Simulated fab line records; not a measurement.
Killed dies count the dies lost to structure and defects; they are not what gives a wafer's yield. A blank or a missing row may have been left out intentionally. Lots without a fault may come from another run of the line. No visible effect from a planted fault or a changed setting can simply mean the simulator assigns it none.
Which of the tools did it?    flow nand-harc    13 lots, 39 wafers sampled, at 6 steps of a route of 1302

## WHAT THE GAUGES SHOWED, per wafer
NHARC_P_M0_CD_MEAS_16. Usual: cd-nm 90.0 nm, standard deviation 1.1.
lot   measured      on         cd-nm (nm)      flag
L432  day 6 10:10   cd-sem-02  92.2 91.9 91.5  
L431  day 6 10:55   cd-sem-03  90.6 90.7 90.7  
L433  day 6 23:54   cd-sem-03  88.3 89.1 89.1  
L437  day 8 15:28   cd-sem-01  88.7 89.9 88.2  
L438  day 8 19:51   cd-sem-01  91.6 91.1 91.7  
L443  day 11 11:34  cd-sem-01  89.0 89.2 89.3  
L445  day 12 04:19  cd-sem-01  89.4 87.9 87.9  
L448  day 13 14:21  cd-sem-02  88.4 89.5 90.6  
L449  day 13 23:01  cd-sem-01  88.6 88.2 89.9  
L451  day 14 09:22  cd-sem-01  89.0 87.9 89.5  
L452  day 14 21:02  cd-sem-02  89.4 89.1 91.4  
L453  day 15 06:35  cd-sem-01  89.8 90.3 89.6  
L454  day 15 11:29  cd-sem-01  92.0 93.2 91.7  

NHARC_P_M1_CD_MEAS_09 targets a cd of 130 nm. Usual: cd-nm 130.0 nm, standard deviation 0.94.
lot   measured      on         cd-nm (nm)         flag
L432  day 6 13:43   cd-sem-02  131.0 130.2 128.9  
L431  day 6 14:32   cd-sem-01  131.2 130.3 132.1  
L433  day 7 03:28   cd-sem-01  130.7 131.8 130.4  
L437  day 8 19:10   cd-sem-01  129.9 131.1 129.5  
L438  day 8 23:24   cd-sem-02  128.9 129.6 130.3  
L443  day 11 15:07  cd-sem-03  121.5 121.6 122.5  OFF
L445  day 12 07:55  cd-sem-02  122.7 121.2 122.2  OFF
L448  day 13 17:52  cd-sem-03  130.6 129.7 130.0  
L449  day 14 02:37  cd-sem-03  130.1 131.0 130.4  
L451  day 14 13:03  cd-sem-01  130.8 130.2 130.0  
L452  day 15 00:37  cd-sem-03  131.7 128.9 131.3  
L453  day 15 10:11  cd-sem-03  129.7 128.6 128.1  
L454  day 15 15:04  cd-sem-01  130.2 130.3 130.3  

NHARC_END_SORT_01. Usual: value, then standard deviation, for each; defect-limited-yield 90.5 % / 2.4; killed-at-array 59 / 16; killed-at-other 0.7 / 1.1; killed-at-periphery 4 / 3; killed-dies 64 / 16; killed-open 3.4 / 1.8; killed-short 2.6 / 1.7.
lot   measured      on         defect-limited-yield (%)  killed-at-array  killed-at-other  killed-at-periphery  killed-dies  killed-open  killed-short  flag
L443  day 29 12:00  prober-02  92.5 91.0 92.2            49 60 51         0 0 0            2 1 2                51 61 53     5 5 3        3 4 2         
L445  day 30 09:02  prober-02  90.3 92.3 90.0            60 47 61         0 0 2            6 5 5                66 52 68     5 4 2        3 2 2         

## WHAT TOOL EACH LOT RAN ON (gives the tool, then ch and the chambers of the sampled wafers, and finally the start)
lot   NHARC_P_M0_PVD_20                        NHARC_P_M1_PEB_07                  NHARC_P_M1_ETCH_15
L432  pvd-sputter-02, day 6 13:38 or earlier   litho-track-04 ch 0, day 6 13:38   rie-diel-12 ch 0,1,2, no start
L431  pvd-sputter-03, day 6 14:27 or earlier   litho-track-04 ch 0, day 6 14:27   rie-diel-12 ch 2,3, no start
L433  pvd-sputter-02, day 7 03:23 or earlier   litho-track-06 ch 0, day 7 03:23   rie-diel-03 ch 1,2,3, no start
L437  pvd-sputter-03, day 8 19:05 or earlier   litho-track-04 ch 0, day 8 19:05   rie-diel-12 ch 1,2,3, no start
L438  pvd-sputter-03, day 8 23:19 or earlier   litho-track-06 ch 0, day 8 23:19   rie-diel-03 ch 0,1,2, no start
L443  pvd-sputter-01, day 11 15:02 or earlier  litho-track-06 ch 0, day 11 15:02  rie-diel-03 ch 0,1, day 29 12:00 or earlier
L445  pvd-sputter-01, day 12 07:50 or earlier  litho-track-06 ch 0, day 12 07:50  rie-diel-03 ch 0,1,2, day 30 09:02 or earlier
L448  pvd-sputter-03, day 13 17:47 or earlier  litho-track-01 ch 0, day 13 17:47  rie-diel-06 ch 0,1,2, no start
L449  pvd-sputter-01, day 14 02:32 or earlier  litho-track-01 ch 0, day 14 02:32  rie-diel-12 ch 1,2,3, no start
L451  pvd-sputter-02, day 14 12:58 or earlier  litho-track-01 ch 0, day 14 12:58  rie-diel-06 ch 0,1,2, no start
L452  pvd-sputter-01, day 15 00:31 or earlier  litho-track-04 ch 0, day 15 00:31  rie-diel-06 ch 1,2, no start
L453  pvd-sputter-02, day 15 10:06 or earlier  litho-track-06 ch 0, day 15 10:06  rie-diel-03 ch 1,2, no start
L454  pvd-sputter-01, day 15 14:59 or earlier  litho-track-06 ch 0, day 15 14:59  rie-diel-03 ch 0,3, no start
- NHARC_P_M0_PVD_20: deposits TaN, target thk 5 nm, time 8.06 s.
- NHARC_P_M1_PEB_07: peb time 65 s.
- NHARC_P_M1_ETCH_15: etches the open film in C4F8/Ar, target depth 182.5 nm, time 91.2 s.

## WHAT THE TOOLS THEMSELVES READ (means of the sampled wafers that have a number; where no wafer has one, the mark that the record gives instead)
NHARC_P_M0_PVD_20. Usual: throttle-valve-pct 30.2 %, standard deviation 0.99.
lot   tool            throttle-valve-pct (%)  flag
L432  pvd-sputter-02  29.7                    
L431  pvd-sputter-03  30.2                    
L433  pvd-sputter-02  29.1                    
L437  pvd-sputter-03  30.7                    
L438  pvd-sputter-03  30.5                    
L443  pvd-sputter-01  30.7                    
L445  pvd-sputter-01  30.6                    
L448  pvd-sputter-03  30.3                    
L449  pvd-sputter-01  30.8                    
L451  pvd-sputter-02  29.8                    
L452  pvd-sputter-01  30.9                    
L453  pvd-sputter-02  30.4                    
L454  pvd-sputter-01  31.1                    

NHARC_P_M1_PEB_07. Usual: heater-power-total-W 156.7 W, standard deviation 0.4.
lot   tool            heater-power-total-W (W)  flag
L432  litho-track-04  156.6                     
L431  litho-track-04  156.5                     
L433  litho-track-06  156.4                     
L437  litho-track-04  156.7                     
L438  litho-track-06  156.8                     
L443  litho-track-06  176.2                     OFF
L445  litho-track-06  175.9                     OFF
L448  litho-track-01  156.7                     
L449  litho-track-01  156.2                     
L451  litho-track-01  156.9                     
L452  litho-track-04  156.4                     
L453  litho-track-06  157.0                     
L454  litho-track-06  157.0                     

NHARC_P_M1_ETCH_15. Usual: bias-w 300.0 W, standard deviation 0.9; oes-product-au 0.957 a.u., standard deviation 0.021; rf-vpp-V 441.8 V, standard deviation 2.7.
lot   tool         bias-w (W)  oes-product-au (a.u.)  rf-vpp-V (V)  flag
L432  rie-diel-12  299.9       0.962                  440.8         
L431  rie-diel-12  299.5       0.971                  441.7         
L433  rie-diel-03  300.2       0.950                  442.8         
L437  rie-diel-12  300.0       0.975                  438.2         
L438  rie-diel-03  299.2       0.923                  442.7         
L443  rie-diel-03  300.1       0.975                  442.7         
L445  rie-diel-03  300.0       0.930                  442.5         
L448  rie-diel-06  300.5       0.920                  441.5         
L449  rie-diel-12  300.4       0.980                  441.5         
L451  rie-diel-06  299.6       0.961                  440.7         
L452  rie-diel-06  300.6       0.970                  442.0         
L453  rie-diel-03  299.9       0.955                  441.4         
L454  rie-diel-03  298.9       0.958                  443.3         

## THE ANSWER, worked out from the rows above alone
Rule: a lot is off if the mean of its wafers that have a number lies more than 3 standard deviations from the usual mean. Also off: a lot with no number at a reading for which 4 or more lots have one. The other lots that the step has rows for count as sound. Order of review: gauges by route order, followed by the tools' own readings, for which a lot's mean as printed above is used. The first step at which some lot is off is used, and at that step the reading that is off furthest; a lot without a number counts as furthest.
Off, at NHARC_P_M1_CD_MEAS_09 on cd-nm: L443, L445.
A tool fits if, at a process step before that reading, it ran every lot that is off, and no sound lot after the first of them. Not tried: the gauges at NHARC_P_M1_CD_MEAS_09; whatever is off there is also off at NHARC_P_M1_PEB_07, on other tools, and gauge error can't account for it. Because NHARC_P_M0_PVD_20 lacks a start for some lots, the hours and order of its lots are taken from NHARC_P_M1_PEB_07. Of those tried, none fits.

## WHAT WAS PUT IN BY THE SIMULATOR
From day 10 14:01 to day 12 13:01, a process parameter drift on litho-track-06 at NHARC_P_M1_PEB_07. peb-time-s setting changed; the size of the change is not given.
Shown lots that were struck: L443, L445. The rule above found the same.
